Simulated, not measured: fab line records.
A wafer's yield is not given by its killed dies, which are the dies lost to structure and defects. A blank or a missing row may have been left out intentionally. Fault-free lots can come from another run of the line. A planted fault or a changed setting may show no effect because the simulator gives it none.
Split-lot study / flow n5 finfet / 21 wafers read from 7 lots, route of 1938 steps

## ABOUT THE SPLIT
At N5_BEOL_M1_HM_DEP_02 (deposits TiN, target thk 20 nm), the setting target thk a was moved away from the recipe's 200 angstrom on 2 of the 21 wafers read, by -12.9% to +4.0%. For the rest of the wafers, this setting stayed at what the recipe calls for.

## FROM THE SPLIT TO THE READING: what the file shows between them, 9 steps
- N5_BEOL_M1_COAT_61: time 60 s, resist thk 60 nm (also split here: spin rpm)
- N5_BEOL_M1_COAT_62: time 60 s, resist thk 12 nm
- N5_BEOL_M1_COAT_73: time 60 s, resist thk 5 nm
- N5_BEOL_M1_ETCH_74: etches underlayer in N2/H2, target depth 6.5 nm, time 5.2 s
- N5_BEOL_M1_ETCH_63: etches SiARC in CF4, target depth 15.6 nm, time 26 s
- N5_BEOL_M1_ETCH_64: etches SOC in N2/H2, target depth 75 nm, overetch 15 nm, time 112.5 s
- N5_BEOL_M1_STRIP_65: strips in N2/H2
- N5_BEOL_M1_STRIP_75: strips in N2/H2
- N5_BEOL_M1_STRIP_66: strips in CF4

## THE READING
etch.depth nm (the simulator's own value, which no gauge read), in nm, at N5_BEOL_M1_HM_OPEN_17 (chemistry Cl2/BCl3, target TiN, target depth 20 nm, overetch 6 nm). No usual value for it is given in the file. Across the 19 wafers here that went through the recipe, the average is 19.95 nm and the standard deviation 0.18 nm.

wafer=L080.2; tool, chamber at the split=pvd sputter-01, -; target thk a as run, angstrom=200; against the recipe=recipe; etch.depth nm, nm=19.87; against lot-mates on the recipe=-
wafer=L080.3; tool, chamber at the split=pvd sputter-01, -; target thk a as run, angstrom=200; against the recipe=recipe; etch.depth nm, nm=20.02; against lot-mates on the recipe=-
wafer=L080.4; tool, chamber at the split=pvd sputter-01, -; target thk a as run, angstrom=200; against the recipe=recipe; etch.depth nm, nm=19.98; against lot-mates on the recipe=-
wafer=L085.3; tool, chamber at the split=pvd sputter-02, -; target thk a as run, angstrom=200; against the recipe=recipe; etch.depth nm, nm=20.2; against lot-mates on the recipe=-
wafer=L085.5; tool, chamber at the split=pvd sputter-02, -; target thk a as run, angstrom=200; against the recipe=recipe; etch.depth nm, nm=19.75; against lot-mates on the recipe=-
wafer=L085.6; tool, chamber at the split=pvd sputter-02, -; target thk a as run, angstrom=200; against the recipe=recipe; etch.depth nm, nm=20.12; against lot-mates on the recipe=-
wafer=L088.2; tool, chamber at the split=pvd sputter-03, -; target thk a as run, angstrom=208.1; against the recipe=+4.0%; etch.depth nm, nm=20.86; against lot-mates on the recipe=+1.11
wafer=L088.3; tool, chamber at the split=pvd sputter-03, -; target thk a as run, angstrom=200; against the recipe=recipe; etch.depth nm, nm=19.81; against lot-mates on the recipe=-
wafer=L088.5; tool, chamber at the split=pvd sputter-03, -; target thk a as run, angstrom=200; against the recipe=recipe; etch.depth nm, nm=19.7; against lot-mates on the recipe=-
wafer=L089.3; tool, chamber at the split=pvd sputter-03, -; target thk a as run, angstrom=200; against the recipe=recipe; etch.depth nm, nm=20.02; against lot-mates on the recipe=-
wafer=L089.4; tool, chamber at the split=pvd sputter-03, -; target thk a as run, angstrom=200; against the recipe=recipe; etch.depth nm, nm=20.29; against lot-mates on the recipe=-
wafer=L089.6; tool, chamber at the split=pvd sputter-03, -; target thk a as run, angstrom=174.2; against the recipe=-12.9%; etch.depth nm, nm=17.64; against lot-mates on the recipe=-2.52
wafer=L090.1; tool, chamber at the split=pvd sputter-01, -; target thk a as run, angstrom=200; against the recipe=recipe; etch.depth nm, nm=20.24; against lot-mates on the recipe=-
wafer=L090.4; tool, chamber at the split=pvd sputter-01, -; target thk a as run, angstrom=200; against the recipe=recipe; etch.depth nm, nm=20.15; against lot-mates on the recipe=-
wafer=L090.5; tool, chamber at the split=pvd sputter-01, -; target thk a as run, angstrom=200; against the recipe=recipe; etch.depth nm, nm=19.99; against lot-mates on the recipe=-
wafer=L091.2; tool, chamber at the split=pvd sputter-03, -; target thk a as run, angstrom=200; against the recipe=recipe; etch.depth nm, nm=19.7; against lot-mates on the recipe=-
wafer=L091.6; tool, chamber at the split=pvd sputter-03, -; target thk a as run, angstrom=200; against the recipe=recipe; etch.depth nm, nm=19.7; against lot-mates on the recipe=-
wafer=L091.5; tool, chamber at the split=pvd sputter-03, -; target thk a as run, angstrom=200; against the recipe=recipe; etch.depth nm, nm=19.85; against lot-mates on the recipe=-
wafer=L095.1; tool, chamber at the split=pvd sputter-03, -; target thk a as run, angstrom=200; against the recipe=recipe; etch.depth nm, nm=19.83; against lot-mates on the recipe=-
wafer=L095.2; tool, chamber at the split=pvd sputter-03, -; target thk a as run, angstrom=200; against the recipe=recipe; etch.depth nm, nm=19.88; against lot-mates on the recipe=-
wafer=L095.4; tool, chamber at the split=pvd sputter-03, -; target thk a as run, angstrom=200; against the recipe=recipe; etch.depth nm, nm=20.02; against lot-mates on the recipe=-

FIT RESULTS
A straight line over all 21 wafers: etch.depth nm changes by +0.184 nm for each +1% of target thk a; r = +0.95; the points scatter about the line by 0.19 nm.
The same after taking each lot's own level away (the mean of its wafers on the recipe; 21 wafers): +0.203 nm for each +1%; r = +0.98; scatter 0.13 nm.
That fit puts the effect of the largest move of target thk a on the reading at 2.6 nm.
The span of the lots' own levels, 19.750 to 20.155 nm, comes to 2.2 times the standard deviation stated above.
The two slopes agree, so the slope changes little with the lot-to-lot level.
Check: -3.52 nm against its lot-mates is what the line predicts for one of the wafers moved furthest among these (-12.9%) when that wafer is left out of the fit. It came out at -2.52 nm against them.

## ADDITIONAL SPLITS CARRIED BY THESE WAFERS
Other splits were also applied to these wafers ahead of the reading. Each is held against what the fit with the lots' levels taken away leaves over:
other split on the same wafers=N5_MOL_CONTACT_COAG_ETCHBACK_135 time s; wafers away from the commonest value=9; r with etch.depth nm (lot level and that fit taken away)=-0.20
other split on the same wafers=N5_MOL_CONTACT_COAG_VIA_ETCH_46 bias w; wafers away from the commonest value=8; r with etch.depth nm (lot level and that fit taken away)=+0.14
other split on the same wafers=N5_BEOL_M0_SAQP_EXPOSE_11 dose mj; wafers away from the commonest value=9; r with etch.depth nm (lot level and that fit taken away)=+0.12
other split on the same wafers=N5_BEOL_M0_SAQP_ETCH_84 time s; wafers away from the commonest value=6; r with etch.depth nm (lot level and that fit taken away)=-0.19
other split on the same wafers=N5_BEOL_M0_SAQP_ETCH_107 bias w; wafers away from the commonest value=9; r with etch.depth nm (lot level and that fit taken away)=-0.08
other split on the same wafers=N5_BEOL_M1_COAT_61 spin rpm; wafers away from the commonest value=7; r with etch.depth nm (lot level and that fit taken away)=+0.06

## THE WHOLE CHAIN: every reading that the file lists as answering this split, in the file's order
step=N5_BEOL_M1_HM_DEP_02; what it does=deposits TiN, target thk 20 nm; reading=TiN_of_BEOL_M1_HM_DEP_02.thk nm (the simulator's own value, which no gauge read); change (the file's fit)=+0.201 nm for each +1% of the setting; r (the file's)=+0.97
step=N5_BEOL_M1_HM_OPEN_17; what it does=chemistry Cl2/BCl3, target TiN, target depth 20 nm, overetch 6 nm; reading=etch.depth nm (the simulator's own value, which no gauge read); change (the file's fit)=+0.202 nm for each +1% of the setting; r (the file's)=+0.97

## FILE'S OWN FIT
etch.depth nm changes by +0.202 nm for each +1% of target thk a, r = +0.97.
